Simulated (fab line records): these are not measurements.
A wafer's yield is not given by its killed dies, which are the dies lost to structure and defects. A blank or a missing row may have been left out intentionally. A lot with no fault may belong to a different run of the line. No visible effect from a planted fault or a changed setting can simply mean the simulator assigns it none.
Chamber matching ; flow nand_harc ; NHARC_A_CONTACT_DESCUM_74 on rie_diel-13 has 4 sister chambers
The step chemistry O2, time 3 s. 22 wafers are shown with their chamber, then 11 later ones without.

## WAFERS, EACH WITH ITS CHAMBER
wafer;chamber;drypump_motor_current_A (A);showerhead_plenum_p_Torr (Torr);oes_product_au (a.u.)
L075.3;3;4.8;1.76;0.999
L075.5;1;5.9;2.00;1.005
L075.6;2;5.8;1.77;0.995
L078.2;1;5.9;2.00;1.004
L078.4;0;6.0;1.82;1.003
L078.5;0;6.1;1.83;0.994
L084.1;3;4.8;1.76;0.988
L084.4;2;5.8;1.77;0.996
L084.5;1;5.9;2.00;1.006
L081.1;0;6.1;1.82;0.996
L081.3;3;4.8;1.76;0.995
L081.6;3;4.8;1.76;1.003
L083.2;2;5.9;1.77;0.998
L083.4;0;6.1;1.82;0.982
L083.6;2;5.8;1.77;1.010
L089.2;3;4.8;1.76;0.996
L089.3;2;5.8;1.77;1.004
L089.6;2;5.8;1.77;0.995
L090.1;3;4.8;2.08;0.997
L090.2;2;5.8;2.08;0.996
L090.6;0;6.1;1.82;0.983
L091.2;0;6.1;1.82;0.994

SIGNATURES (means of the wafers above)
reading;chamber 0;chamber 1;chamber 2;chamber 3;scatter within a chamber
drypump_motor_current_A;6.083;5.900;5.814;4.800;0.0306
showerhead_plenum_p_Torr;1.8217;2.0000;1.8143;1.8133;0.0965
oes_product_au;0.99200;1.00500;0.99914;0.99633;0.006
Rule: a wafer lies at a distance from a chamber equal to the root of the sum of squares, over the readings, of (its reading less the chamber's mean, divided by the reading's scatter). The wafer belongs to the nearest chamber; if the next one is less than 2 further off, it can't be placed. The scatter: the root of (the sum of the squares of (reading less its chamber's mean) over the shown wafers, divided by (wafers less chambers)).

## WAFERS MISSING THEIR CHAMBER
wafer;drypump_motor_current_A (A);showerhead_plenum_p_Torr (Torr);oes_product_au (a.u.)
L091.3;5.8;2.08;0.990
L091.4;4.8;2.08;1.002
L094.1;6.1;1.82;0.980
L094.2;5.8;2.07;0.988
L094.3;5.9;1.99;0.976
L093.3;4.8;2.07;1.006
L093.4;5.8;2.07;0.996
L093.5;5.9;1.99;0.997
L096.2;6.1;1.82;0.986
L096.3;4.8;2.07;0.994
L096.4;5.9;1.99;0.976

## THE CHAMBER EACH PASSED THROUGH
wafer;from the rows above;in truth
L091.3;can't be placed: 2 or 1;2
L091.4;3;3
L094.1;0;0
L094.2;can't be placed: 2 or 1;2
L094.3;can't be placed: 1 or 2 or 0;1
L093.3;3;3
L093.4;can't be placed: 2 or 1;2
L093.5;1;1
L096.2;0;0
L096.3;3;3
L096.4;can't be placed: 1 or 2 or 0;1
Correct placement for 6 of the 11. Cannot be placed on the basis of these rows: 5; the candidates contain the true chamber in 5. Wrongly placed: 0.
